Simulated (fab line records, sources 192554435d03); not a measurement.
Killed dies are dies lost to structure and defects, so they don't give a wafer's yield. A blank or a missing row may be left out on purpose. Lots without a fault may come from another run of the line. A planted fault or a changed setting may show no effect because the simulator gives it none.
Chamber matching | flow n5_finfet | N5_BEOL_M1_ETCH_63 on rie_diel-01: 4 sister chambers
The step etches SiARC in CF4, target depth 15.6 nm, time 26 s. 8 wafers are shown with their chamber, then 10 later ones without.

WAFERS WITH THEIR CHAMBER
wafer  | chamber | drypump_motor_current_A (A) | throttle_valve_pct (%)
L084.5 | 0       | 6.0                         | 15.80
L087.3 | 0       | 6.0                         | 15.81
L088.6 | 1       | 6.5                         | 15.44
L089.2 | 2       | 6.0                         | 15.85
L089.3 | 1       | 6.5                         | 15.45
L089.6 | 3       | 5.0                         | 15.69
L090.1 | 2       | 5.9                         | 15.86
L090.2 | 3       | 5.0                         | 15.67

WAFERS WITHOUT THEIR CHAMBER
wafer  | drypump_motor_current_A (A) | throttle_valve_pct (%)
L090.3 | 6.0                         | 15.82
L092.1 | 5.9                         | 15.88
L092.4 | 6.5                         | 15.45
L092.6 | 6.0                         | 15.84
L093.1 | 5.0                         | 15.69
L093.3 | 5.9                         | 15.86
L093.5 | 6.0                         | 15.84
L097.2 | 6.0                         | 15.84
L097.3 | 6.5                         | 15.48
L097.6 | 5.0                         | 15.71

WHICH CHAMBER EACH WENT THROUGH
wafer  | from the rows above     | in truth
L090.3 | 0                       | 0
L092.1 | 2                       | 2
L092.4 | 1                       | 1
L092.6 | can't be placed: 2 or 0 | 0
L093.1 | 3                       | 3
L093.3 | 2                       | 2
L093.5 | can't be placed: 2 or 0 | 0
L097.2 | can't be placed: 2 or 0 | 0
L097.3 | 1                       | 1
L097.6 | 3                       | 3
Placed correctly: 7 of 10. Can't be placed from these rows: 3 (the true chamber is among the candidates in 3). Placed wrongly: 0.
How it was worked out, from the rows above alone: a wafer's distance from a chamber is the root of the sum, over the readings, of the square of ((its reading less the chamber's mean) divided by the reading's scatter). The wafer belongs to the nearest chamber; if the next one is less than 2 further off, it can't be placed. A chamber's mean is the mean of its shown wafers. The scatter: the root of (the sum of the squares of (reading less its chamber's mean) over the shown wafers, divided by (wafers less chambers)).
